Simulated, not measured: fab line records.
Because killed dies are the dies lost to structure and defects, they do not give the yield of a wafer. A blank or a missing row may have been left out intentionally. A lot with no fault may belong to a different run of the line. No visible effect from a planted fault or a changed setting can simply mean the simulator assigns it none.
fab line records	flow nand-harc
[record] lots = 6	wafers = 16	last-day = 32
route steps=1302 shown P_STI@86 P_GATE@110 END@1302
lots with no fault: from the same line, run without faults
start-h: the number of hours between the record's first day and the start of the first shown wafer of the lot	wait-h: hours since the lot's step before	" repeats the value in the row above	L1.1+2: one row covering several wafers at once	- value missing, or start not given	* or withheld: withheld	< > ~ a bound
route shown NAME@n: NAME is a module with steps in the file, n the number in the route of the first one	usual: the fault-free wafers' mean and standard deviation	same: alike in all rows	chamber/n: place in a boat	sites: each site's reading	_std_site: standard deviation across them	_edge_site: outer sites' mean less inner sites'	radius-mm: for every site, how far away it sits from the centre of the wafer	mask NAME#n: copy n	behind: the most recent tool/chamber to have shaped the wafer	hold: reason for holding the lot/hours on hold/outcome of the hold	device: whichever transistor did not switch (one of n, p or np)	end of line: tests of these same wafers at the route's end	step lacking rows: just its recipe	killed: dies lost to structure and defects at the first sort, not the wafer's yield	map: dies across one wafer; x = killed, . = not, _ = none there
set.NAME: the setting that was run; set.NAME@STEP: the one run at that earlier step	model.NAME: the simulator's own value behind a step, which no gauge read
certain route steps with their lots: each step a table, each wafer a row
services: the hour from which a tool's chamber was out of use, counted from the record's first day as start-h (under 0 if before that day), plus the number of hours and why
[[steps]]
[step NHARC_P_STI_HARDBAKE_13]
[recipe] temp-c = 118	time-s = 65
[step NHARC_P_STI_DESCUM_14]
[recipe] time-s = 3	o2-flow-sccm = 200	ar-flow-sccm = 0	bias-power-w = 0	chemistry = O2
[usual] drypump-motor-current-A = 6.0/0.53	o2-flow-sccm = 199.9/0.61	oes-product-au = 0.999/0.0063	rf-vpp-V = 57.8/0.94	showerhead-plenum-p-Torr = 1.90/0.069	throttle-valve-pct = 11.311/0.0091
lot.wafer	tool	chamber	start-h	wait-h	drypump-motor-current-A	o2-flow-sccm	oes-product-au	rf-hours-counter-h	rf-vpp-V	showerhead-plenum-p-Torr	throttle-valve-pct
L985.4	rie-diel-10	0	84.91	-	6.3	198.7	0.995	1	58.6	1.93	11.310
L985.5	"	0	"	"	6.4	199.9	1.002	-	57.2	1.93	11.295
L985.6	"	1	"	"	6.5	200.7	0.992	-	57.3	1.82	11.303
L989.4	rie-diel-13	0	123.08	-	6.4	199.7	0.996	6	56.4	1.85	11.320
L989.6	"	3	"	"	5.6	199.1	0.993	-	58.8	1.81	11.323
L989.5	"	0	"	"	6.5	198.6	1.001	-	57.5	1.85	11.308
L993.3	rie-diel-10	2	162.99	-	5.9	199.2	0.999	4	57.7	1.98	11.306
L993.5	"	0	"	"	6.4	200.0	1.001	-	57.6	1.93	11.309
L994.3	rie-diel-03	2	173.90	-	5.9	200.1	0.998	5	58.3	1.96	11.314
L994.5	"	2	"	"	5.9	199.8	0.994	-	56.9	1.96	11.304
L100.2	rie-diel-10	1	237.08	-	6.5	201.0	0.995	10	59.2	1.82	11.324
L100.5	"	0	"	"	6.4	200.2	1.000	-	58.7	1.93	11.301
L100.6	"	1	"	"	6.5	200.2	1.000	-	58.0	1.82	11.311
L103.3	rie-diel-13	0	262.91	-	6.4	199.1	0.998	5	57.2	1.85	11.304
L103.4	"	2	"	"	5.4	200.1	0.994	5	57.0	1.94	11.319
L103.6	"	0	"	"	6.4	199.6	1.001	-	56.4	1.85	11.322
[step NHARC_P_STI_ETCH_42]
[recipe] target-depth-a = 800	overetch-a = 240	time-s = 61	ion-energy-ev = 200	n2-flow-sccm = 150	h2-flow-sccm = 150	ar-flow-sccm = 0	rf-w = 400	bias-w = 150	chemistry = N2/H2
[usual] drypump-motor-current-A = 6.0/0.52	oes-product-au = 1.001/0.0074	rf-fwd-power-W = 396.7/1.8	rf-vpp-V = 430.0/2.1	showerhead-plenum-p-Torr = 2.03/0.076	throttle-valve-pct = 14.171/0.009
lot.wafer	tool	chamber	start-h	wait-h	drypump-motor-current-A	oes-product-au	rf-fwd-power-W	rf-hours-counter-h	rf-vpp-V	showerhead-plenum-p-Torr	throttle-valve-pct
L985.4	rie-diel-10	3	85.02	0.1	6.6	0.996	397.1	1	431.7	2.08	14.170
L985.5	"	0	"	"	6.3	1.015	397.6	-	430.2	2.06	14.184
L985.6	"	1	"	"	6.5	0.992	397.7	-	428.1	1.94	14.163
L989.4	rie-diel-13	2	123.17	0.1	5.4	1.015	394.8	6	431.0	2.07	14.175
L989.5	"	0	"	"	6.5	1.013	397.5	-	428.6	1.97	14.179
L989.6	"	1	"	"	5.0	1.022	393.9	-	427.4	1.94	14.183
L993.3	rie-diel-10	3	163.07	0.1	6.5	1.000	397.7	5	430.3	2.08	14.163
L993.5	"	1	"	"	6.5	0.997	398.9	-	428.0	1.94	14.180
L994.3	rie-diel-03	2	174.01	0.1	5.9	1.004	394.2	5	432.6	2.09	14.179
L994.5	"	2	"	"	5.9	1.002	397.0	-	430.8	2.09	14.186
L100.2	rie-diel-10	2	237.16	0.1	6.0	1.016	396.5	10	431.4	2.11	14.169
L100.6	"	0	"	"	6.4	1.004	395.8	-	431.7	2.06	14.173
L100.5	"	1	"	"	6.5	1.010	397.3	-	428.8	1.94	14.157
L103.4	rie-diel-13	3	263.00	0.1	5.6	0.997	395.3	5	427.8	1.92	14.180
L103.3	"	1	"	"	5.0	0.996	395.1	5	426.8	1.94	14.171
L103.6	"	2	"	"	5.4	1.008	394.6	-	431.7	2.07	14.172
[step NHARC_P_STI_ETCH_31]
[recipe] target-depth-a = 1089	time-s = 54.5	cf4-flow-sccm = 100	chf3-flow-sccm = 30	ar-flow-sccm = 0	rf-w = 500	bias-w = 200	chemistry = CF4/CHF3
[usual] drypump-motor-current-A = 6.0/0.52	oes-product-au = 0.964/0.013	rf-fwd-power-W = 495.6/2.1	rf-vpp-V = 370.4/1.8	showerhead-plenum-p-Torr = 1.57/0.053	throttle-valve-pct = 16.802/0.0084
lot.wafer	tool	chamber	start-h	wait-h	drypump-motor-current-A	oes-product-au	rf-fwd-power-W	rf-hours-counter-h	rf-vpp-V	showerhead-plenum-p-Torr	throttle-valve-pct
L985.4	rie-diel-10	3	-	-	6.5	0.974	495.9	1	372.5	1.60	16.791
L985.6	"	3	"	"	6.5	0.980	498.8	-	371.8	1.60	16.797
L985.5	"	0	"	"	6.3	0.964	495.5	-	371.2	1.59	16.805
L989.4	rie-diel-13	3	-	-	5.6	0.930	494.3	7	367.6	1.49	16.799
L989.6	"	2	"	"	5.4	0.944	492.6	-	372.2	1.60	16.809
L989.5	"	3	"	"	5.6	0.950	490.6	-	368.0	1.49	16.790
L993.3	rie-diel-10	2	-	-	6.0	0.986	496.9	5	372.4	1.62	16.788
L993.5	"	1	"	"	6.5	0.974	495.5	-	368.1	1.50	16.800
L994.3	rie-diel-03	0	-	-	5.7	0.954	499.7	5	373.2	1.67	16.801
L994.5	"	1	"	"	6.0	0.977	495.9	-	370.1	1.53	16.808
L100.2	rie-diel-10	1	-	-	6.5	0.964	495.3	10	367.0	1.50	16.793
L100.6	"	3	"	"	6.6	0.979	496.5	-	372.6	1.60	16.817
L100.5	"	0	"	"	6.3	0.961	495.8	-	370.5	1.58	16.803
L103.4	rie-diel-13	3	-	-	5.5	0.974	494.3	5	368.4	1.49	16.803
L103.3	"	2	"	"	5.4	0.968	493.5	5	370.8	1.60	16.781
L103.6	"	0	"	"	6.4	0.959	492.9	-	369.1	1.52	16.800
[step NHARC_P_STI_ETCH_15]
[recipe] target-depth-a = 3000	taper-deg = 4	time-s = 100.1	hbr-flow-sccm = 150	cl2-flow-sccm = 50	rf-w = 400	icp-w = 400	bias-w = 100	chemistry = HBr/Cl2
[usual] drypump-motor-current-A = 5.6/0.5	oes-product-au = 0.999/0.0075	rf-fwd-power-W = 397.4/1.6	throttle-valve-pct = 26.406/0.01
lot.wafer	tool	chamber	start-h	wait-h	drypump-motor-current-A	oes-product-au	rf-fwd-power-W	rf-hours-counter-h	throttle-valve-pct
L985.4	rie-si-03	1	85.20	-	6.2	0.997	395.9	0.1	26.422
L985.5	"	1	"	"	6.2	0.994	395.6	-	26.405
L985.6	"	2	"	"	6.1	1.006	397.1	-	26.420
L989.4	rie-si-03	2	123.47	-	6.2	1.011	397.3	0.4	26.385
L989.6	"	3	"	"	6.1	0.998	394.0	-	26.398
L989.5	"	0	"	"	5.6	1.000	398.0	-	26.409
L993.3	rie-si-03	1	163.24	-	6.2	0.994	398.8	0.7	26.400
L993.5	"	0	"	"	5.6	1.004	399.4	-	26.421
L994.3	rie-si-04	3	174.22	-	5.0	0.991	399.9	0.0	26.385
L994.5	"	0	"	"	5.9	0.992	398.0	-	26.401
L100.2	rie-si-04	1	237.34	-	4.8	0.997	396.4	0.6	26.418
L100.5	"	1	"	"	4.8	1.007	396.7	-	26.414
L100.6	"	2	"	"	5.9	0.989	398.7	-	26.396
L103.3	rie-si-03	2	263.22	-	6.1	1.009	401.6	0.2	26.414
L103.6	"	1	"	"	6.2	0.994	398.0	-	26.418
L103.4	"	2	"	"	6.0	1.005	399.8	-	26.428
[step NHARC_P_STI_CD_MEAS_16]
[usual] cd-nm = 199.3/1.7
lot.wafer	tool	chamber	start-h	wait-h	cd-nm
L985.4	cd-sem-01	-	85.37	-	200.9
L985.5	"	-	"	"	199.1
L985.6	"	-	"	"	200.1
L989.4	cd-sem-02	-	123.60	-	200.6
L989.5	"	-	"	"	200.8
L989.6	"	-	"	"	198.5
L993.3	cd-sem-03	-	163.43	-	201.7
L993.5	"	-	"	"	201.5
L994.3	cd-sem-01	-	174.38	-	202.0
L994.5	"	-	"	"	201.9
L100.2	cd-sem-03	-	237.51	-	197.2
L100.5	"	-	"	"	197.7
L100.6	"	-	"	"	196.4
L103.3	cd-sem-02	-	263.38	-	199.1
L103.4	"	-	"	"	197.9
L103.6	"	-	"	"	199.8
[step NHARC_P_STI_OCD_MEAS_17]
[usual] trench-depth-nm = 300.7/2.9	trench-foot-cd-nm = 157.6/1.9
lot.wafer	tool	chamber	start-h	wait-h	trench-depth-nm	trench-foot-cd-nm
L985.4	ocd-02	-	85.45	0.1	299.1	160.0
L985.5	"	-	"	"	297.2	158.2
L985.6	"	-	"	"	306.4	157.9
L989.4	ocd-02	-	123.68	0.1	303.2	158.7
L989.5	"	-	"	"	298.3	160.4
L989.6	"	-	"	"	300.6	157.3
L993.3	ocd-01	-	163.52	0.1	302.0	158.8
L993.5	"	-	"	"	301.0	158.5
L994.3	ocd-01	-	174.47	0.1	299.5	160.8
L994.5	"	-	"	"	300.4	161.8
L100.2	ocd-01	-	237.59	0.1	299.7	155.7
L100.5	"	-	"	"	302.7	157.2
L100.6	"	-	"	"	299.5	154.6
L103.3	ocd-02	-	263.46	0.1	306.9	157.4
L103.4	"	-	"	"	305.1	155.7
L103.6	"	-	"	"	302.7	157.1
[step NHARC_P_STI_STRIP_19]
[recipe] time-s = 900	temp-c = 130	chemistry = SPM
[step NHARC_P_STI_PRECLEAN_32]
[recipe] time-s = *	temp-c = 50	bath-age-min = 0	chemistry = SC1
[step NHARC_P_STI_SRD_23]
[step NHARC_P_STI_OCD_MEAS_43]
[usual] trench-depth-nm = 300.7/2.9	trench-foot-cd-nm = 157.6/1.9
lot.wafer	tool	chamber	start-h	wait-h	trench-depth-nm	trench-foot-cd-nm
L985.4	ocd-01	-	85.96	-	300.1	160.1
L985.5	"	-	"	"	297.9	157.8
L985.6	"	-	"	"	307.2	157.2
L989.4	ocd-01	-	124.19	-	303.7	158.7
L989.5	"	-	"	"	297.4	159.9
L989.6	"	-	"	"	300.6	157.8
L993.3	ocd-02	-	164.03	-	300.7	159.7
L993.5	"	-	"	"	301.1	158.7
L994.3	ocd-02	-	174.97	-	299.9	160.8
L994.5	"	-	"	"	299.8	161.5
L100.2	ocd-02	-	238.10	-	299.3	155.8
L100.5	"	-	"	"	302.2	156.8
L100.6	"	-	"	"	299.6	154.8
L103.3	ocd-01	-	263.98	-	306.4	157.3
L103.4	"	-	"	"	305.0	155.6
L103.6	"	-	"	"	302.2	157.2
[step NHARC_P_STI_OXIDE_33]
[recipe] target-thk-a = 100	temp-c = 1000	ox-time-s = 281	material = SiO2
[step NHARC_P_STI_HDPCVD_20]
[recipe] target-thk-a = withheld	sigma-open-frac = withheld	material = SiO2
lot.wafer	tool	chamber	start-h	wait-h
L985.4+5+6	hdpcvd-01	0,1,0	93.94	0.6
L989.4+5+6	hdpcvd-01	1,0,1	137.88	0.6
L993.3+5	hdpcvd-01	1	172.20	0.6
L994.3+5	hdpcvd-01	0	182.83	0.5
L100.2+5+6	hdpcvd-01	0,0,1	248.76	0.4
L103.4+3+6	hdpcvd-01	1,0,0	272.04	0.5
[step NHARC_P_STI_ANNEAL_34]
[recipe] temp-c = 1000	time-s = 1800
[step NHARC_P_STI_CMP_21]
[recipe] t-overpolish-s = 20	target-thk-nm = 380.67
[usual] edge-zone-pressure-frac = 0.999/0.0051	motor-current-A = 12.4/1.1	overpolish-run-s = 20.000/0.0098
lot.wafer	tool	chamber	start-h	wait-h	edge-zone-pressure-frac	motor-current-A	overpolish-run-s
L985.4	cmp-04	0	103.77	0.4	1.003	13.7	19.992
L985.6	"	2	"	"	0.988	12.4	19.998
L985.5	"	3	"	"	0.997	12.0	19.994
L989.4	cmp-04	0	152.47	0.4	1.002	13.5	20.008
L989.5	"	3	"	"	1.008	11.1	19.993
L989.6	"	0	"	"	1.010	12.7	20.000
L993.3	cmp-03	0	181.20	0.4	1.002	12.1	20.003
L993.5	"	3	"	"	0.996	11.3	19.992
L994.3	cmp-04	0	193.53	0.4	0.995	13.5	20.003
L994.5	"	2	"	"	1.004	12.3	20.000
L100.2	cmp-01	2	257.83	0.4	1.001	13.6	20.009
L100.6	"	0	"	"	1.004	12.8	19.997
L100.5	"	1	"	"	0.994	11.5	20.000
L103.4	cmp-01	3	281.05	0.4	1.001	10.5	19.982
L103.3	"	0	"	"	1.008	12.1	19.997
L103.6	"	0	"	"	1.000	12.3	20.000
[step NHARC_P_STI_SRD_35]
[step NHARC_P_STI_ETCH_36]
[recipe] target-depth-a = 388	chemistry = dHF	material = SiO2
[step NHARC_P_STI_STRIP_24]
[recipe] temp-c = 160	chemistry = H3PO4	material = Si3N4
[step NHARC_P_STI_ETCH_37]
[recipe] target-depth-a = 110	chemistry = dHF	material = SiO2
[step NHARC_P_STI_PRECLEAN_38]
[recipe] time-s = *	temp-c = 50	bath-age-min = 0	chemistry = SC1
[step NHARC_P_STI_SRD_39]
[step NHARC_P_STI_OXIDE_40]
[recipe] target-thk-a = 100	temp-c = 900	ox-time-s = 1362	material = SiO2
[step NHARC_P_STI_INSPECT_25]
[usual] raw-defect-count = 225/83
lot.wafer	tool	chamber	start-h	wait-h	raw-defect-count
L985.4	defect-inspect-01	-	111.92	0.4	258
L985.5	"	-	"	"	156
L985.6	"	-	"	"	207
L989.4	defect-inspect-02	-	161.61	0.4	367
L989.5	"	-	"	"	257
L989.6	"	-	"	"	191
L993.3	defect-inspect-01	-	188.91	0.4	312
L993.5	"	-	"	"	353
L994.3	defect-inspect-01	-	203.40	0.4	228
L994.5	"	-	"	"	231
L100.2	defect-inspect-01	-	265.84	0.4	206
L100.5	"	-	"	"	323
L100.6	"	-	"	"	205
L103.3	defect-inspect-01	-	289.43	0.4	141
L103.4	"	-	"	"	242
L103.6	"	-	"	"	266
[step NHARC_P_GATE_ETCH_69]
[recipe] target-depth-a = 140	chemistry = dHF	material = SiO2
[step NHARC_P_GATE_PRECLEAN_70]
[recipe] time-s = *	temp-c = 50	bath-age-min = 0	chemistry = SC1
[step NHARC_P_GATE_SRD_01]
[step NHARC_P_GATE_OXIDE_02]
[recipe] target-thk-a = 375	temp-c = 950	p-h2o-torr = 720	ox-time-s = 365	material = SiO2
[step NHARC_P_GATE_DEHYDRATE_03]
[recipe] temp-c = 150	time-s = 120
[step NHARC_P_GATE_HMDS_04]
[recipe] time-s = 30
[step NHARC_P_GATE_COAT_05]
[recipe] spin-rpm = 4690
[step NHARC_P_GATE_SOFTBAKE_06]
[recipe] temp-c = 122	time-s = 95
[step NHARC_P_GATE_EBR_07]
[step NHARC_P_GATE_EXPOSE_08]
[recipe] na = 0.6	dose-mj = 16.75	mask-id = P_HV
[step NHARC_P_GATE_PEB_09]
[recipe] peb-temp-c = 118	peb-time-s = 85
[step NHARC_P_GATE_DEVELOP_10]
[recipe] time-s = 70
[step NHARC_P_GATE_CD_MEAS_11]
[recipe] target-cd-nm = 1640	landing-energy-ev = 500
[usual] cd-nm = 1639.6/1.3
lot.wafer	tool	chamber	start-h	wait-h	cd-nm
L985.4	cd-sem-01	0	122.51	-	1639.7
L985.5	"	0	"	"	1638.7
L985.6	"	0	"	"	1641.4
L989.4	cd-sem-01	0	170.04	-	1639.0
L989.5	"	0	"	"	1640.7
L989.6	"	0	"	"	1638.0
L993.3	cd-sem-02	0	197.19	-	1637.6
L994.3	cd-sem-01	0	211.92	-	1639.4
L100.2	cd-sem-03	0	274.60	-	1638.0
L100.5	"	0	"	"	1639.1
L100.6	"	0	"	"	1638.5
L103.3	cd-sem-01	0	297.86	-	1639.4
L103.4	"	0	"	"	1639.7
L103.6	"	0	"	"	1639.6
[step NHARC_P_GATE_HARDBAKE_12]
[recipe] temp-c = 125	time-s = 80
[step NHARC_P_GATE_DESCUM_13]
[recipe] time-s = 3	o2-flow-sccm = 200	ar-flow-sccm = 0	bias-power-w = 0	chemistry = O2
[step NHARC_P_GATE_ETCH_14]
[recipe] target-depth-a = 488	chemistry = dHF	material = SiO2
[step NHARC_P_GATE_STRIP_15]
[recipe] time-s = 780	temp-c = 130	chemistry = SPM
[step NHARC_P_GATE_PRECLEAN_71]
[recipe] time-s = *	temp-c = 50	bath-age-min = 0	chemistry = SC1
[step NHARC_END_SORT_01]
[recipe] temp-c = 25
[usual] killed-at-array = 61/23	killed-at-other = 1.3/1.4	killed-at-periphery = 4.0/2.6	killed-dies = 66/22	killed-open = 3.4/1.8	killed-short = 2.3/1.4
[same] gross-dies = 677
lot.wafer	tool	chamber	start-h	wait-h	killed-at-array	killed-at-other	killed-at-periphery	killed-dies	killed-open	killed-short
L993.5	prober-01	0	680.96	3.7	56	0	621	677	4	4
L994.5	prober-02	0	697.34	3.7	50	2	625	677	4	0
// killed by level:class
L993.5 P_STI:area-hdpcvd=616 A_SLIT:chamber-film-flake=23 A_CHANNEL_HOLE_D2:chamber-film-flake=13 A_STAIRCASE:chamber-film-flake=6 A_CONTACT:chamber-film-flake=6 A_CHANNEL_FILL_D1:geometric-particle:open=2 A_CHANNEL_FILL_D2:geometric-particle:short=2 A_CHANNEL_HOLE_D1:chamber-film-flake=2
L994.5 P_STI:area-hdpcvd=619 A_CHANNEL_HOLE_D1:chamber-film-flake=29 A_STAIRCASE:chamber-film-flake=6 P_ZERO_WELL:chamber-film-flake=4 A_ZERO_WELL:chamber-film-flake=4 A_SLIT:chamber-film-flake=3 A_CHANNEL_HOLE_D2:chamber-film-flake=2 A_BONDPAD:chamber-film-flake=2
// map L993.5 (x killed, . not)
____________x____________
_________xxxxxxx_________
_______xxxxxxxxxxx_______
______xxxxxxxxxxxxx______
_____xxxxxxxxxxxxxxx_____
____xxxxxxxxxxxxxxxxx____
____xxxxxxxxxxxxxxxxx____
___xxxxxxxxxxxxxxxxxxx___
___xxxxxxxxxxxxxxxxxxx___
__xxxxxxxxxxxxxxxxxxxxx__
__xxxxxxxxxxxxxxxxxxxxx__
_xxxxxxxxxxxxxxxxxxxxxxx_
_xxxxxxxxxxxxxxxxxxxxxxx_
_xxxxxxxxxxxxxxxxxxxxxxx_
_xxxxxxxxxxxxxxxxxxxxxxx_
_xxxxxxxxxxxxxxxxxxxxxxx_
xxxxxxxxxxxxxxxxxxxxxxxxx
xxxxxxxxxxxxxxxxxxxxxxxxx
xxxxxxxxxxxxxxxxxxxxxxxxx
xxxxxxxxxxxxxxxxxxxxxxxxx
xxxxxxxxxxxxxxxxxxxxxxxxx
_xxxxxxxxxxxxxxxxxxxxxxx_
_xxxxxxxxxxxxxxxxxxxxxxx_
_xxxxxxxxxxxxxxxxxxxxxxx_
_xxxxxxxxxxxxxxxxxxxxxxx_
_xxxxxxxxxxxxxxxxxxxxxxx_
__xxxxxxxxxxxxxxxxxxxxx__
__xxxxxxxxxxxxxxxxxxxxx__
___xxxxxxxxxxxxxxxxxxx___
___xxxxxxxxxxxxxxxxxxx___
____xxxxxxxxxxxxxxxxx____
____xxxxxxxxxxxxxxxxx____
_____xxxxxxxxxxxxxxx_____
______xxxxxxxxxxxxx______
_______xxxxxxxxxxx_______
_________xxxxxxx_________
____________x____________
// map L994.5 (x killed, . not)
____________x____________
_________xxxxxxx_________
_______xxxxxxxxxxx_______
______xxxxxxxxxxxxx______
_____xxxxxxxxxxxxxxx_____
____xxxxxxxxxxxxxxxxx____
____xxxxxxxxxxxxxxxxx____
___xxxxxxxxxxxxxxxxxxx___
___xxxxxxxxxxxxxxxxxxx___
__xxxxxxxxxxxxxxxxxxxxx__
__xxxxxxxxxxxxxxxxxxxxx__
_xxxxxxxxxxxxxxxxxxxxxxx_
_xxxxxxxxxxxxxxxxxxxxxxx_
_xxxxxxxxxxxxxxxxxxxxxxx_
_xxxxxxxxxxxxxxxxxxxxxxx_
_xxxxxxxxxxxxxxxxxxxxxxx_
xxxxxxxxxxxxxxxxxxxxxxxxx
xxxxxxxxxxxxxxxxxxxxxxxxx
xxxxxxxxxxxxxxxxxxxxxxxxx
xxxxxxxxxxxxxxxxxxxxxxxxx
xxxxxxxxxxxxxxxxxxxxxxxxx
_xxxxxxxxxxxxxxxxxxxxxxx_
_xxxxxxxxxxxxxxxxxxxxxxx_
_xxxxxxxxxxxxxxxxxxxxxxx_
_xxxxxxxxxxxxxxxxxxxxxxx_
_xxxxxxxxxxxxxxxxxxxxxxx_
__xxxxxxxxxxxxxxxxxxxxx__
__xxxxxxxxxxxxxxxxxxxxx__
___xxxxxxxxxxxxxxxxxxx___
___xxxxxxxxxxxxxxxxxxx___
____xxxxxxxxxxxxxxxxx____
____xxxxxxxxxxxxxxxxx____
_____xxxxxxxxxxxxxxx_____
______xxxxxxxxxxxxx______
_______xxxxxxxxxxx_______
_________xxxxxxx_________
____________x____________
[[services]]
tool	chamber	start-h	hours	kind
rie-diel-10	-	65.50	9.0	pm
rie-diel-13	2	78.22	3.1	repair
cmp-01	-	87.50	4.0	pm
rie-diel-03	-	104.30	9.0	pm
cmp-04	-	111.10	4.0	pm
rie-diel-13	2	129.00	4.2	repair
rie-diel-13	2	137.63	11.9	repair
rie-si-03	3	148.88	151.0	repair
cmp-04	-	159.79	0.7	repair
rie-diel-03	3	161.59	13.2	repair
rie-diel-13	-	165.02	9.0	pm
rie-si-03	2	170.59	3.5	repair
rie-diel-13	0	180.20	3.5	repair
rie-si-03	-	181.83	0.4	repair
hdpcvd-01	-	185.00	13.0	pm
rie-diel-10	2	185.12	8.0	repair
cmp-01	-	185.50	4.0	pm
cmp-04	-	193.68	1.7	repair
cmp-04	-	206.58	2.5	repair
cmp-04	-	209.10	4.0	pm
rie-si-03	-	221.00	9.0	pm
hdpcvd-01	-	227.16	2.2	repair
rie-diel-10	-	242.50	9.0	pm
rie-diel-13	0	242.54	4.3	repair
[[key]]
[first-sign] step = NHARC_END_SORT_01	reading = killed-at-periphery	direction = up	sigmas = 99+	usual = 4.0	struck = 623
[effect] step = NHARC_END_SORT_01	reading = killed-dies	direction = up	sigmas = 27	usual = 66	struck = 677
[more-kills-born-at] NHARC_P_STI_HDPCVD_20@hdpcvd-01 = 1235
met-at NHARC_P_STI_HDPCVD_20
struck-wafers L993.5,L994.5
later-rows-left-out L993.5,L994.5
tester-left-out L993,L994
onset-between 137.88 172.20
[fault] kind = process-parameter-drift	tool = hdpcvd-01	chamber = -	onset-h = 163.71	steps = NHARC_P_STI_HDPCVD_20	channel = target-thk-a	offset = withheld	shape = step	end-h = 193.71	scope = struck-wafers-only
// tester-left-out: of these lots the tester's yield and bins aren't shown, on N5 and GAA mostly nor the transistor test; their killed dies are dies lost to structure and defects alone, not to doping, threshold or leakage, so they don't give the yield
// later-rows-left-out: the simulator's readings of these wafers behind a module that went badly wrong aren't trusted and aren't shown, but for the sort
